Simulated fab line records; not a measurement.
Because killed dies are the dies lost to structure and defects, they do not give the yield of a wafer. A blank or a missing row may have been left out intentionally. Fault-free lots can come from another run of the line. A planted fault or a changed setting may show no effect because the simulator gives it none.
Problem report, 8D (eight disciplines) form, completed by code | flow n5-finfet | the parts of the form that need people (team, actions taken, sign-off) are left out

## 1. PROBLEM STATEMENT
oes-product-au at N5_DUMMY_GATE_ETCH_23 reads a mean of 1.312 a.u. on 2 wafers of 2 lots; wafers without a fault read 1.001 a.u. with a standard deviation of 0.016. Relative to the usual mean, that is a shift of +19 standard deviations.
The step: etches poly-Si in HBr/Cl2/O2, target depth 41 nm, time 22.3 s.
The first sign was on wafer L627.1 at day 6 03:49, on rie-si-03. Wafers with a number at this step in the record: 18, from 6 lots. The rule behind "out" and "out of limits": a value lying over 4 standard deviations away from the usual mean. Any other wafer with a number is counted as sound.

## 2. WHAT IT IS AND WHAT IT IS NOT
question                    | is               | is not
which readings at this step | oes-product-au   | drypump-motor-current-A, oes_o_777_au, throttle-valve-pct
which lots                  | L627, L629       | L619, L620, L635, L638
which wafers of those lots  | L627.1, L629.1   | L627.2, L627.5, L629.4, L629.5
read on which tools         | rie-si-03        | rie-si-01, rie-si-02
when                        | from day 6 03:49 | up to then (8 sound wafers); but 8 sound wafers of L629, L635, L638 came after

## 3. THE SUSPECTS, EACH WITH WHAT RULES IT OUT
Counting: if a tool at a process step up to the reading ran every lot that is out, it stays a suspect. Sound lots after the first of them don't rule it out here, since some wafers of a struck lot are sound.
- rie-diel-06 at N5_DUMMY_GATE_ETCH_36 (etches SiARC in CF4, target depth 13 nm): kept. Ran every lot that is out, first one L627 (day 6 03:07); last sound lot up to then L620 (day 4 01:58).
- rie-diel-06 at N5_DUMMY_GATE_ETCH_37 (etches SOC in N2/H2, target depth 60 nm, overetch 30 nm): kept. Ran every lot that is out, first one L627 (day 6 03:09); last sound lot up to then L620 (day 4 02:01).
- rie-si-03 at N5_DUMMY_GATE_ETCH_23 (etches poly-Si in HBr/Cl2/O2, target depth 41 nm, time 22.3 s): kept. Ran every lot that is out, first one L627 (day 6 03:49); last sound lot up to then L620 (day 4 02:34). Its own readings are out on those wafers: oes-product-au.
The count leaves rie-diel-06 at N5_DUMMY_GATE_ETCH_36, rie-diel-06 at N5_DUMMY_GATE_ETCH_37, and rie-si-03 at N5_DUMMY_GATE_ETCH_23.

## 4. THE CAUSE (what the simulator had put in)
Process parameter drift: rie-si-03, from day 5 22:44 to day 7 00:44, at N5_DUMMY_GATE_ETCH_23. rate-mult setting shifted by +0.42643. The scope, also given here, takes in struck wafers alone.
After counting, 3 suspects remain, this tool included.

## 5. THE CHAIN OF EFFECTS, in route order
One row per reading whose mean, taken over the struck wafers that have a number, lies over 3 standard deviations from the usual. Only readings for which the record gives a usual standard deviation are gone through. hours: the time from each lot's start at the first step in this table that gives one to its start at this step, as a median over the lots. sigmas: the change in usual standard deviations.
hours | step                  | reading        | usual      | on struck wafers | change | sigmas
0     | N5_DUMMY_GATE_ETCH_23 | oes-product-au | 1.001 a.u. | 1.312            | +0.311 | +19
The process steps in it:
- N5_DUMMY_GATE_ETCH_23: etches poly-Si in HBr/Cl2/O2, target depth 41 nm, time 22.3 s.
Later steps that measure or inspect, where all struck wafers having a row at the step show a number for every such reading and not one has moved that far: N5_DUMMY_GATE_CD_MEAS_24, N5_BEOL_M4_RC_MEAS_101.

## 6. WHAT WOULD HAVE CAUGHT IT SOONER
In this record the first reading out of limits was taken at day 6 03:49, 5 hours after the fault began at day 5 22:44.
